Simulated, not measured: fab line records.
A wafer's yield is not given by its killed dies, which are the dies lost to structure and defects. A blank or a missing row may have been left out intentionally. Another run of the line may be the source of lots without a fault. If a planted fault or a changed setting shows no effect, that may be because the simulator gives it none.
3 desks, one fault / flow n5Finfet / each desk has only its own numbers; what lay behind them comes last

== METROLOGY DESK ==
Lot by lot, what the gauges showed, no matter which tool ran the lot: averages of those sampled wafers that carry a number. Any lot whose mean is over 4 standard deviations away from the usual mean is out of limits and marked OUT; that distance is given in the brackets. Readings shown: 7 of its 12, picked as those furthest out on some lot.
Columns: A = DIBL_N at N5_BEOL_M4_RC_MEAS_101, usual 36.6 mV/V; B = DIBL_P at N5_BEOL_M4_RC_MEAS_101, usual 36.3 mV/V; C = IOFF_N at N5_BEOL_M4_RC_MEAS_101, usual 0.16 nA/um; D = IOFF_P at N5_BEOL_M4_RC_MEAS_101, usual 0.21 nA/um; E = SS_N at N5_BEOL_M4_RC_MEAS_101, usual 71.8 mV/dec; F = VT_N at N5_BEOL_M4_RC_MEAS_101, usual 250 mV; G = VT_P at N5_BEOL_M4_RC_MEAS_101, usual -250 mV
lot=L552; first seen here=day 7 04:28; A=37.5; B=38.4; C=0.22; D=0.25; E=72.3; F=246; G=-248
lot=L559; first seen here=day 8 23:42; A=34.2; B=35.2; C=0.14; D=0.19; E=71.4; F=250; G=-250
lot=L562; first seen here=day 9 06:56; A=37.8; B=37.9; C=0.19; D=0.23; E=72.1; F=247; G=-248
lot=L564; first seen here=day 9 21:53; A=35.6; B=35.8; C=0.14; D=0.19; E=72.0; F=251; G=-254
lot=L572; first seen here=day 12 05:34; A=37.7; B=35.5; C=0.16; D=0.19; E=71.3; F=250; G=-252
lot=L573; first seen here=day 12 10:53; A=34.3; B=33.3; C=0.13; D=0.20; E=70.9; F=252; G=-249
Finding of this desk: none of the 6 lots has anything out of limits.

== THE TOOL OWNER'S DESK: rieMetal-01 ==
The tool's own readings at N5_BEOL_M2_HM_OPEN_17 (chemistry Cl2/BCl3, target TiN, target depth 20 nm, overetch 6 nm): means of the sampled wafers that have a number, for each lot that ran on this tool. Any lot whose mean is over 4 standard deviations away from the usual mean is out of limits and marked OUT; that distance is given in the brackets.
Columns: A = drypumpMotorCurrentA at N5_BEOL_M2_HM_OPEN_17, usual 5.45 A; B = oesProductAu at N5_BEOL_M2_HM_OPEN_17, usual 0.70 a.u.; C = throttleValvePct at N5_BEOL_M2_HM_OPEN_17, usual 22.34 %
lot=L552; first seen here=day 7 04:50; A=5.41; B=0.63; C=22.35
lot=L559; first seen here=day 9 00:05; A=5.37; B=0.67; C=22.13
lot=L562; first seen here=day 9 07:19; A=5.37; B=0.66; C=22.13
Finding of this desk: none of the 3 lots has anything out of limits.

== THE DEFECT DESK ==
Lot by lot, what the route's inspections counted, given as the mean of those sampled wafers with a number. Any lot whose mean is over 4 standard deviations away from the usual mean is out of limits and marked OUT; that distance is given in the brackets.
Columns: A = rawDefectCount at N5_BEOL_M2_INSPECT_13, usual 438
lot=L552; first seen here=day 7 04:32; A=305
lot=L559; first seen here=day 8 23:47; A=475
lot=L562; first seen here=day 9 07:02; A=398
lot=L564; first seen here=day 9 21:58; A=416
lot=L572; first seen here=day 12 05:39; A=386
lot=L573; first seen here=day 12 10:58; A=432
Finding of this desk: none of the 6 lots has anything out of limits.

== PUT TOGETHER ==
The metrology desk saw nothing out of limits.
The desk of the tool owner found nothing out of limits.
The defect desk saw nothing out of limits.

== WHAT THE SIMULATOR HAD INSERTED ==
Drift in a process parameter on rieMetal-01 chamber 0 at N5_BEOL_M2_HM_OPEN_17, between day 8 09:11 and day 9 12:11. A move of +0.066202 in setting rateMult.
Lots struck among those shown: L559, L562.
